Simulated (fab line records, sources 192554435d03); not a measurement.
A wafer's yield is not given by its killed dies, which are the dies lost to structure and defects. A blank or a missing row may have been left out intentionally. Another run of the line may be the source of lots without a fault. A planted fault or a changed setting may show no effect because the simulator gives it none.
Chamber matching + flow n5_finfet + N5_BEOL_M2_ETCH_63 on rie_diel-06: 4 sister chambers
The step etches SiARC in CF4, target depth 15.6 nm, time 26 s. 14 wafers are shown with their chamber, then 7 later ones without.

## WAFERS, EACH WITH ITS CHAMBER
| wafer  | chamber | showerhead_plenum_p_Torr (Torr) | throttle_valve_pct (%) | drypump_motor_current_A (A) |
|--------|---------|---------------------------------|------------------------|-----------------------------|
| L076.2 | 0       | 2.16                            | 15.45                  | 5.7                         |
| L076.4 | 1       | 2.13                            | 15.70                  | 6.1                         |
| L076.6 | 3       | 2.15                            | 15.84                  | 5.8                         |
| L081.1 | 2       | 2.21                            | 15.22                  | 6.0                         |
| L081.5 | 1       | 2.13                            | 15.73                  | 6.1                         |
| L081.6 | 2       | 2.21                            | 15.21                  | 6.0                         |
| L086.1 | 2       | 2.21                            | 15.23                  | 6.1                         |
| L086.3 | 1       | 2.13                            | 15.75                  | 6.1                         |
| L086.5 | 3       | 2.14                            | 15.90                  | 5.8                         |
| L091.1 | 2       | 2.21                            | 15.25                  | 6.1                         |
| L091.2 | 3       | 2.14                            | 15.89                  | 5.8                         |
| L091.6 | 2       | 2.21                            | 15.26                  | 6.1                         |
| L092.1 | 3       | 2.13                            | 15.91                  | 5.8                         |
| L092.2 | 2       | 2.21                            | 15.26                  | 6.1                         |

SIGNATURES, as means of the wafers listed above
| reading                  | chamber 0 | chamber 1 | chamber 2 | chamber 3 | scatter within a chamber |
|--------------------------|-----------|-----------|-----------|-----------|--------------------------|
| showerhead_plenum_p_Torr | 2.1600    | 2.1300    | 2.2100    | 2.1400    | 0.00447                  |
| throttle_valve_pct       | 15.4500   | 15.7267   | 15.2383   | 15.8850   | 0.0254                   |
| drypump_motor_current_A  | 5.700     | 6.100     | 6.067     | 5.800     | 0.0365                   |
Rule: distance of a wafer from a chamber = root of the sum over the readings of ((wafer's reading minus chamber's mean) / reading's scatter) squared. The wafer belongs to the nearest chamber; if the next one is less than 2 further off, it can't be placed. How the scatter is found: for the shown wafers, subtract from each reading the mean of its chamber, square and add these, divide the total by (wafers less chambers), then take the root.

## WAFERS WHOSE CHAMBER IS MISSING
| wafer  | showerhead_plenum_p_Torr (Torr) | throttle_valve_pct (%) | drypump_motor_current_A (A) |
|--------|---------------------------------|------------------------|-----------------------------|
| L092.3 | 2.12                            | 15.76                  | 6.1                         |
| L095.1 | 2.20                            | 15.29                  | 6.1                         |
| L095.3 | 2.15                            | 15.54                  | 5.7                         |
| L095.6 | 2.13                            | 15.93                  | 5.8                         |
| L097.1 | 2.14                            | 15.54                  | 5.7                         |
| L097.3 | 2.13                            | 15.93                  | 5.8                         |
| L097.6 | 2.14                            | 15.55                  | 5.7                         |

## WHICH CHAMBER EACH WENT THROUGH
| wafer  | from the rows above | in truth |
|--------|---------------------|----------|
| L092.3 | 1                   | 1        |
| L095.1 | 2                   | 2        |
| L095.3 | 0                   | 0        |
| L095.6 | 3                   | 3        |
| L097.1 | 0                   | 0        |
| L097.3 | 3                   | 3        |
| L097.6 | 0                   | 0        |
Placed correctly: 7 of 7. Left unplaced by these rows: 0. Wrongly placed: 0.
